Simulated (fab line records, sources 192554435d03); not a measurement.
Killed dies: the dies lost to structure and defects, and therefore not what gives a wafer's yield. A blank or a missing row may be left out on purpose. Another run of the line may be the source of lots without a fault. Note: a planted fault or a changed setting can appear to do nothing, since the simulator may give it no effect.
Which tool is to blame?	flow n5Finfet	27 wafers from 9 lots sampled at 2 of the route's 1938 steps

== WHAT THE GAUGES READ, wafer by wafer ==
N5_WELL_APT_INSPECT_38: inspects for defects (darkfield).
lot	measured	on	rawDefectCount
L491	day 1 17:10	defectInspect-01	20 20 18
L495	day 2 16:45	defectInspect-01	10 11 17
L498	day 3 11:37	defectInspect-02	14 11 6
L500	day 3 22:58	defectInspect-02	12 17 9
L506	day 5 12:32	defectInspect-01	1098 1183 1133
L507	day 5 17:05	defectInspect-02	1165 1189 1146
L511	day 6 18:18	defectInspect-01	10 22 18
L512	day 6 23:44	defectInspect-02	9 18 17
L514	day 7 10:53	defectInspect-02	18 27 24

== WHICH TOOL RAN EACH LOT (tool, then ch and the chambers of the sampled wafers, then the start) ==
lot	N5_WELL_APT_PRECLEAN_39
L491	wetBench-03 ch 0,1,7, day 1 16:28
L495	wetBench-02 ch 0,6,7, day 2 16:03
L498	wetBench-02 ch 1,4,5, day 3 10:43
L500	wetBench-05 ch 0,3,6, day 3 22:03
L506	wetBench-02 ch 0,4,5, day 5 11:50
L507	wetBench-02 ch 2,3,5, day 5 16:23
L511	wetBench-03 ch 4,5,7, day 6 17:22
L512	wetBench-05 ch 1,2,7, day 6 23:02
L514	wetBench-03 ch 2,5,7, day 7 10:11
- N5_WELL_APT_PRECLEAN_39: cleans in dHF, time 60 s.

== THE ANSWER, worked out from the rows above alone ==
Rule: the usual values come from the lots themselves. The widest of any qualifying gaps counts: lots, ordered by their means at a reading, are off when they make up no more than a third of the lots, leave a main group of 4 or more, and stand apart from it by 3 or more times the standard deviation of that group's means. The tables above print the reading to a certain number of digits; a main group whose means all agree to those digits is not used. Also off: a lot with no number at a reading for which 4 or more lots have one. Any other lot the step has rows for is counted as sound.
Off: L506, L507 (N5_WELL_APT_INSPECT_38, rawDefectCount). The main group has a mean of 16 with a standard deviation of 4.1.
A tool fits if, at a process step before that reading, it ran every lot that is off, and no sound lot after the first of them. The gauges at N5_WELL_APT_INSPECT_38 are tried like those tools. One fits: N5_WELL_APT_PRECLEAN_39 on wetBench-02. A fault onset in the window from L498 (day 3 10:43, its last sound lot) to L506 (day 5 11:50, its first lot off) fits.

== WHAT WAS PUT IN BY THE SIMULATOR ==
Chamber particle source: wetBench-02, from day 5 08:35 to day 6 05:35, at N5_WELL_APT_PRECLEAN_39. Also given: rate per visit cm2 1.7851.
Lots struck among those shown: L506, L507. The rule given above showed the same thing.
